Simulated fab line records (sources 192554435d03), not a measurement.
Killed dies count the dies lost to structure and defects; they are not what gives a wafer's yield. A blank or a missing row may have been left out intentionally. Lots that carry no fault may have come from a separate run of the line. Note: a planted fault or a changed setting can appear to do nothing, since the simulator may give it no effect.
Split-lot trial || flow n5 finfet || on a route of 1938 steps: 7 lots, 39 wafers read

THE SPLIT
At N5_DUMMY_GATE_ETCH_31 (etches SiO2 in C4F6/O2, target depth 82.5 nm, time 27.5 s), the setting target depth a was moved away from the recipe's 825 angstrom on 9 of the 39 wafers read, by -9.3% to +11.4%. For the rest of the wafers, this setting stayed at what the recipe calls for.

The reading comes from the split's own step.

THE READING
SOC_of_DUMMY_GATE_COAT_34.thk nm (the simulator's own value, which no gauge read), in nm, at N5_DUMMY_GATE_ETCH_31 (etches SiO2 in C4F6/O2, target depth 82.5 nm, time 27.5 s). There is no usual value for it anywhere in the file. Across the 30 wafers here that went through the recipe, the average is 51.8 nm and the standard deviation 0.18 nm.

{"wafer": "L079.1", "tool, chamber at the split": "rie diel-06, 3", "target depth a as run, angstrom": 825, "against the recipe": "recipe", "SOC_of_DUMMY_GATE_COAT_34.thk nm, nm": 51.6, "against lot-mates on the recipe": "-"}
{"wafer": "L079.2", "tool, chamber at the split": "rie diel-06, 2", "target depth a as run, angstrom": 825, "against the recipe": "recipe", "SOC_of_DUMMY_GATE_COAT_34.thk nm, nm": 51.8, "against lot-mates on the recipe": "-"}
{"wafer": "L079.3", "tool, chamber at the split": "rie diel-06, 1", "target depth a as run, angstrom": 825, "against the recipe": "recipe", "SOC_of_DUMMY_GATE_COAT_34.thk nm, nm": 51.6, "against lot-mates on the recipe": "-"}
{"wafer": "L079.4", "tool, chamber at the split": "rie diel-06, 3", "target depth a as run, angstrom": 825, "against the recipe": "recipe", "SOC_of_DUMMY_GATE_COAT_34.thk nm, nm": 51.6, "against lot-mates on the recipe": "-"}
{"wafer": "L079.5", "tool, chamber at the split": "rie diel-06, 2", "target depth a as run, angstrom": 825, "against the recipe": "recipe", "SOC_of_DUMMY_GATE_COAT_34.thk nm, nm": 51.8, "against lot-mates on the recipe": "-"}
{"wafer": "L079.6", "tool, chamber at the split": "rie diel-06, 1", "target depth a as run, angstrom": 825, "against the recipe": "recipe", "SOC_of_DUMMY_GATE_COAT_34.thk nm, nm": 51.8, "against lot-mates on the recipe": "-"}
{"wafer": "L080.1", "tool, chamber at the split": "rie diel-04, 0", "target depth a as run, angstrom": 825, "against the recipe": "recipe", "SOC_of_DUMMY_GATE_COAT_34.thk nm, nm": 52, "against lot-mates on the recipe": "-"}
{"wafer": "L080.2", "tool, chamber at the split": "rie diel-04, 1", "target depth a as run, angstrom": 748.2, "against the recipe": "-9.3%", "SOC_of_DUMMY_GATE_COAT_34.thk nm, nm": 52.6, "against lot-mates on the recipe": "+0.6"}
{"wafer": "L080.3", "tool, chamber at the split": "rie diel-04, 2", "target depth a as run, angstrom": 748.2, "against the recipe": "-9.3%", "SOC_of_DUMMY_GATE_COAT_34.thk nm, nm": 52.8, "against lot-mates on the recipe": "+0.8"}
{"wafer": "L080.4", "tool, chamber at the split": "rie diel-04, 2", "target depth a as run, angstrom": 825, "against the recipe": "recipe", "SOC_of_DUMMY_GATE_COAT_34.thk nm, nm": 52.2, "against lot-mates on the recipe": "-"}
{"wafer": "L080.5", "tool, chamber at the split": "rie diel-04, 0", "target depth a as run, angstrom": 748.2, "against the recipe": "-9.3%", "SOC_of_DUMMY_GATE_COAT_34.thk nm, nm": 52.8, "against lot-mates on the recipe": "+0.8"}
{"wafer": "L080.6", "tool, chamber at the split": "rie diel-04, 1", "target depth a as run, angstrom": 825, "against the recipe": "recipe", "SOC_of_DUMMY_GATE_COAT_34.thk nm, nm": 51.8, "against lot-mates on the recipe": "-"}
{"wafer": "L081.1", "tool, chamber at the split": "rie diel-06, 2", "target depth a as run, angstrom": 825, "against the recipe": "recipe", "SOC_of_DUMMY_GATE_COAT_34.thk nm, nm": 52, "against lot-mates on the recipe": "-"}
{"wafer": "L081.2", "tool, chamber at the split": "rie diel-06, 1", "target depth a as run, angstrom": 825, "against the recipe": "recipe", "SOC_of_DUMMY_GATE_COAT_34.thk nm, nm": 52, "against lot-mates on the recipe": "-"}
{"wafer": "L081.3", "tool, chamber at the split": "rie diel-06, 3", "target depth a as run, angstrom": 825, "against the recipe": "recipe", "SOC_of_DUMMY_GATE_COAT_34.thk nm, nm": 52, "against lot-mates on the recipe": "-"}
{"wafer": "L081.4", "tool, chamber at the split": "rie diel-06, 1", "target depth a as run, angstrom": 825, "against the recipe": "recipe", "SOC_of_DUMMY_GATE_COAT_34.thk nm, nm": 52, "against lot-mates on the recipe": "-"}
{"wafer": "L081.5", "tool, chamber at the split": "rie diel-06, 2", "target depth a as run, angstrom": 825, "against the recipe": "recipe", "SOC_of_DUMMY_GATE_COAT_34.thk nm, nm": 52, "against lot-mates on the recipe": "-"}
{"wafer": "L081.6", "tool, chamber at the split": "rie diel-06, 3", "target depth a as run, angstrom": 825, "against the recipe": "recipe", "SOC_of_DUMMY_GATE_COAT_34.thk nm, nm": 52, "against lot-mates on the recipe": "-"}
{"wafer": "L082.1", "tool, chamber at the split": "rie diel-04, 2", "target depth a as run, angstrom": 825, "against the recipe": "recipe", "SOC_of_DUMMY_GATE_COAT_34.thk nm, nm": 51.6, "against lot-mates on the recipe": "-"}
{"wafer": "L082.2", "tool, chamber at the split": "rie diel-04, 0", "target depth a as run, angstrom": 825, "against the recipe": "recipe", "SOC_of_DUMMY_GATE_COAT_34.thk nm, nm": 51.8, "against lot-mates on the recipe": "-"}
{"wafer": "L082.3", "tool, chamber at the split": "rie diel-04, 3", "target depth a as run, angstrom": 825, "against the recipe": "recipe", "SOC_of_DUMMY_GATE_COAT_34.thk nm, nm": 51.8, "against lot-mates on the recipe": "-"}
{"wafer": "L082.4", "tool, chamber at the split": "rie diel-04, 1", "target depth a as run, angstrom": 825, "against the recipe": "recipe", "SOC_of_DUMMY_GATE_COAT_34.thk nm, nm": 51.6, "against lot-mates on the recipe": "-"}
{"wafer": "L082.5", "tool, chamber at the split": "rie diel-04, 3", "target depth a as run, angstrom": 825, "against the recipe": "recipe", "SOC_of_DUMMY_GATE_COAT_34.thk nm, nm": 51.8, "against lot-mates on the recipe": "-"}
{"wafer": "L082.6", "tool, chamber at the split": "rie diel-04, 2", "target depth a as run, angstrom": 825, "against the recipe": "recipe", "SOC_of_DUMMY_GATE_COAT_34.thk nm, nm": 52, "against lot-mates on the recipe": "-"}
{"wafer": "L088.1", "tool, chamber at the split": "rie diel-01, 0", "target depth a as run, angstrom": 825, "against the recipe": "recipe", "SOC_of_DUMMY_GATE_COAT_34.thk nm, nm": 51.8, "against lot-mates on the recipe": "-"}
{"wafer": "L088.2", "tool, chamber at the split": "rie diel-01, 1", "target depth a as run, angstrom": 919.3, "against the recipe": "+11.4%", "SOC_of_DUMMY_GATE_COAT_34.thk nm, nm": 50.8, "against lot-mates on the recipe": -1.1}
{"wafer": "L088.3", "tool, chamber at the split": "rie diel-01, 3", "target depth a as run, angstrom": 825, "against the recipe": "recipe", "SOC_of_DUMMY_GATE_COAT_34.thk nm, nm": 52, "against lot-mates on the recipe": "-"}
{"wafer": "L088.4", "tool, chamber at the split": "rie diel-01, 0", "target depth a as run, angstrom": 919.3, "against the recipe": "+11.4%", "SOC_of_DUMMY_GATE_COAT_34.thk nm, nm": 51, "against lot-mates on the recipe": -0.9}
{"wafer": "L088.5", "tool, chamber at the split": "rie diel-01, 3", "target depth a as run, angstrom": 919.3, "against the recipe": "+11.4%", "SOC_of_DUMMY_GATE_COAT_34.thk nm, nm": 51.2, "against lot-mates on the recipe": -0.7}
{"wafer": "L088.6", "tool, chamber at the split": "rie diel-01, 1", "target depth a as run, angstrom": 825, "against the recipe": "recipe", "SOC_of_DUMMY_GATE_COAT_34.thk nm, nm": 52, "against lot-mates on the recipe": "-"}
{"wafer": "L090.2", "tool, chamber at the split": "rie diel-04, 0", "target depth a as run, angstrom": 825, "against the recipe": "recipe", "SOC_of_DUMMY_GATE_COAT_34.thk nm, nm": 51.6, "against lot-mates on the recipe": "-"}
{"wafer": "L090.4", "tool, chamber at the split": "rie diel-04, 1", "target depth a as run, angstrom": 825, "against the recipe": "recipe", "SOC_of_DUMMY_GATE_COAT_34.thk nm, nm": 51.6, "against lot-mates on the recipe": "-"}
{"wafer": "L090.6", "tool, chamber at the split": "rie diel-04, 0", "target depth a as run, angstrom": 825, "against the recipe": "recipe", "SOC_of_DUMMY_GATE_COAT_34.thk nm, nm": 51.4, "against lot-mates on the recipe": "-"}
{"wafer": "L093.1", "tool, chamber at the split": "rie diel-01, 2", "target depth a as run, angstrom": 825, "against the recipe": "recipe", "SOC_of_DUMMY_GATE_COAT_34.thk nm, nm": 51.8, "against lot-mates on the recipe": "-"}
{"wafer": "L093.2", "tool, chamber at the split": "rie diel-01, 1", "target depth a as run, angstrom": 825, "against the recipe": "recipe", "SOC_of_DUMMY_GATE_COAT_34.thk nm, nm": 51.8, "against lot-mates on the recipe": "-"}
{"wafer": "L093.3", "tool, chamber at the split": "rie diel-01, 0", "target depth a as run, angstrom": 787.9, "against the recipe": "-4.5%", "SOC_of_DUMMY_GATE_COAT_34.thk nm, nm": 52.4, "against lot-mates on the recipe": "+0.5"}
{"wafer": "L093.4", "tool, chamber at the split": "rie diel-01, 0", "target depth a as run, angstrom": 787.9, "against the recipe": "-4.5%", "SOC_of_DUMMY_GATE_COAT_34.thk nm, nm": 52.4, "against lot-mates on the recipe": "+0.5"}
{"wafer": "L093.5", "tool, chamber at the split": "rie diel-01, 2", "target depth a as run, angstrom": 787.9, "against the recipe": "-4.5%", "SOC_of_DUMMY_GATE_COAT_34.thk nm, nm": 52.2, "against lot-mates on the recipe": "+0.3"}
{"wafer": "L093.6", "tool, chamber at the split": "rie diel-01, 1", "target depth a as run, angstrom": 825, "against the recipe": "recipe", "SOC_of_DUMMY_GATE_COAT_34.thk nm, nm": 52, "against lot-mates on the recipe": "-"}

THE FIT
A straight line over all 39 wafers: SOC_of_DUMMY_GATE_COAT_34.thk nm changes by -0.0846 nm for each +1% of target depth a; r = -0.89; the points scatter about the line by 0.19 nm.
The same after taking each lot's own level away (the mean of its wafers on the recipe; 39 wafers): -0.0824 nm for each +1%; r = -0.95; scatter 0.12 nm.
According to that fit, moving target depth a by its largest amount changes the reading by 0.94 nm.
The lots' own levels span 51.53 to 52.00 nm, that is 2.5 times the standard deviation above.
Consequently the slope shifts little with the lot-to-lot level, the two slopes agreeing.
Check: with one of the wafers moved furthest among these (+11.4%) left out of the fit, the line predicts -0.883 nm for it against its lot-mates. Against them it came out at -1.13 nm.

THE OTHER SPLITS THESE WAFERS WENT THROUGH
Before the reading, these wafers also passed through other splits. Each is held against what the fit with the lots' levels taken away leaves over:
{"other split on the same wafers": "N5_ZERO_LAYER_PECVD_02 target thk a", "wafers away from the commonest value": 9, "r with SOC_of_DUMMY_GATE_COAT_34.thk nm (lot level and that fit taken away)": "+0.25"}
{"other split on the same wafers": "N5_FIN_SAQP_ALD_61 ald cycles", "wafers away from the commonest value": 9, "r with SOC_of_DUMMY_GATE_COAT_34.thk nm (lot level and that fit taken away)": -0.04}
{"other split on the same wafers": "N5_FIN_SAQP_ETCH_52 source w", "wafers away from the commonest value": 12, "r with SOC_of_DUMMY_GATE_COAT_34.thk nm (lot level and that fit taken away)": -0.16}
{"other split on the same wafers": "N5_DUMMY_GATE_EXPOSE_12 dose mj", "wafers away from the commonest value": 15, "r with SOC_of_DUMMY_GATE_COAT_34.thk nm (lot level and that fit taken away)": -0.22}

THE WHOLE CHAIN: every reading that the file lists as answering this split, in the file's order
{"step": "N5_DUMMY_GATE_ETCH_31", "what it does": "etches SiO2 in C4F6/O2, target depth 82.5 nm, time 27.5 s", "reading": "etch.depth nm (the simulator's own value, which no gauge read)", "change (the file's fit)": "+0.851 nm for each +1% of the setting", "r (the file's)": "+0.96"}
{"step": "N5_DUMMY_GATE_ETCH_31", "what it does": "etches SiO2 in C4F6/O2, target depth 82.5 nm, time 27.5 s", "reading": "SOC_of_DUMMY_GATE_COAT_34.thk nm (the simulator's own value, which no gauge read)", "change (the file's fit)": "-0.0825 nm for each +1% of the setting", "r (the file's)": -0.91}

FILE'S OWN FIT
SOC_of_DUMMY_GATE_COAT_34.thk nm changes by -0.0825 nm for each +1% of target depth a, r = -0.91.
